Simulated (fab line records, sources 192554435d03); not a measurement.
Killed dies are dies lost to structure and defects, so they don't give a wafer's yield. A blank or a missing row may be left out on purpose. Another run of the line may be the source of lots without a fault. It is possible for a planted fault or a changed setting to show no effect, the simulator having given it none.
Split-lot study ; flow n5-finfet ; on a route of 1938 steps: 7 lots, 21 wafers read

== THE SPLIT ==
At N5_BEOL_M12_COAT_66 (time 60 s, resist thk 110 nm), the setting spin-rpm was moved away from the recipe's 1500 rpm on 5 of the 21 wafers read, by -9.3% to +6.7%. This setting was run at the recipe's value on the other wafers.

== FROM THE SPLIT TO THE READING: what the file shows between them, 3 steps ==
- N5_BEOL_M12_COAT_22: resist thk 300 nm
- N5_BEOL_M12_EBR_24
- N5_BEOL_M12_DESCUM_33: chemistry O2, time 7.9 s

== THE READING ==
coat_of_BEOL_M12_COAT_22.thk-nm (the simulator's own value, which no gauge read), in nm, at N5_BEOL_M12_ETCH_67 (etches SiARC in CF4, target depth 143 nm, time 238.3 s). The file does not state a usual value for it. Here, 16 wafers ran the recipe; their average is 211.7 nm with a standard deviation of 0.64 nm.

wafer;tool, chamber at the split;spin-rpm as run, rpm;against the recipe;coat_of_BEOL_M12_COAT_22.thk-nm, nm;against lot-mates on the recipe
L080.1;litho-track-04, 0;1500;recipe;211.8;-
L080.4;litho-track-04, 0;1500;recipe;211.6;-
L080.6;litho-track-04, 0;1500;recipe;210.6;-
L081.3;litho-track-04, 0;1588;+5.9%;213.8;+1.1
L081.4;litho-track-04, 0;1500;recipe;212.8;-
L081.5;litho-track-04, 0;1500;recipe;212.6;-
L085.3;litho-track-04, 0;1500;recipe;212.6;-
L085.4;litho-track-04, 0;1500;recipe;212.2;-
L085.5;litho-track-04, 0;1360;-9.3%;208.6;-3.8
L089.2;litho-track-04, 0;1500;recipe;212;-
L089.4;litho-track-04, 0;1500;recipe;211.8;-
L089.5;litho-track-04, 0;1500;recipe;211;-
L092.1;litho-track-05, 0;1500;recipe;211.2;-
L092.4;litho-track-05, 0;1600;+6.7%;213.4;+2.2
L092.6;litho-track-05, 0;1600;+6.7%;213.8;+2.6
L095.3;litho-track-04, 0;1500;recipe;211.2;-
L095.4;litho-track-04, 0;1500;recipe;211.2;-
L095.5;litho-track-04, 0;1543;+2.9%;212.2;+1.0
L094.3;litho-track-05, 0;1500;recipe;211.4;-
L094.4;litho-track-05, 0;1500;recipe;210.8;-
L094.5;litho-track-05, 0;1500;recipe;211.6;-

THE FIT
A straight line over all 21 wafers: coat_of_BEOL_M12_COAT_22.thk-nm changes by +0.315 nm for each +1% of spin-rpm; r = +0.87; the points scatter about the line by 0.6 nm.
The same after taking each lot's own level away (the mean of its wafers on the recipe; 21 wafers): +0.355 nm for each +1%; r = +0.95; scatter 0.4 nm.
According to that fit, moving spin-rpm by its largest amount changes the reading by 3.3 nm.
The lots' own levels span 211.20 to 212.70 nm, that is 2.3 times the standard deviation above.
Hence the slope depends on the lot-to-lot level, as the two fits are not the same.
Check: -2.94 nm against its lot-mates is what the line predicts for one of the wafers moved furthest among these (-9.3%) when that wafer is left out of the fit. It came out at -3.8 nm against them.

== OTHER SPLITS ON THESE WAFERS ==
Before the reading, these wafers also passed through other splits. Each is held against what the fit with the lots' levels taken away leaves over:
other split on the same wafers;wafers away from the commonest value;r with coat_of_BEOL_M12_COAT_22.thk-nm (lot level and that fit taken away)
N5_BEOL_M11_PECVD_70 time-s;6;+0.05
N5_BEOL_M12_ETCH_59 bias-w;4;+0.37

== THE WHOLE CHAIN: every reading that the file lists as answering this split, in the file's order ==
step;what it does;reading;change (the file's fit);r (the file's)
N5_BEOL_M12_COAT_66;time 60 s, resist thk 110 nm;SiARC_of_BEOL_M12_COAT_66.thk-nm (the simulator's own value, which no gauge read);-0.546 nm for each +1% of the setting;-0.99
N5_BEOL_M12_ETCH_67;etches SiARC in CF4, target depth 143 nm, time 238.3 s;etch.depth-nm (the simulator's own value, which no gauge read);-0.548 nm for each +1% of the setting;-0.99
N5_BEOL_M12_ETCH_67;etches SiARC in CF4, target depth 143 nm, time 238.3 s;coat_of_BEOL_M12_COAT_22.thk-nm (the simulator's own value, which no gauge read);+0.349 nm for each +1% of the setting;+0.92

== THE FILE'S OWN FIT ==
coat_of_BEOL_M12_COAT_22.thk-nm changes by +0.349 nm for each +1% of spin-rpm, r = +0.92.
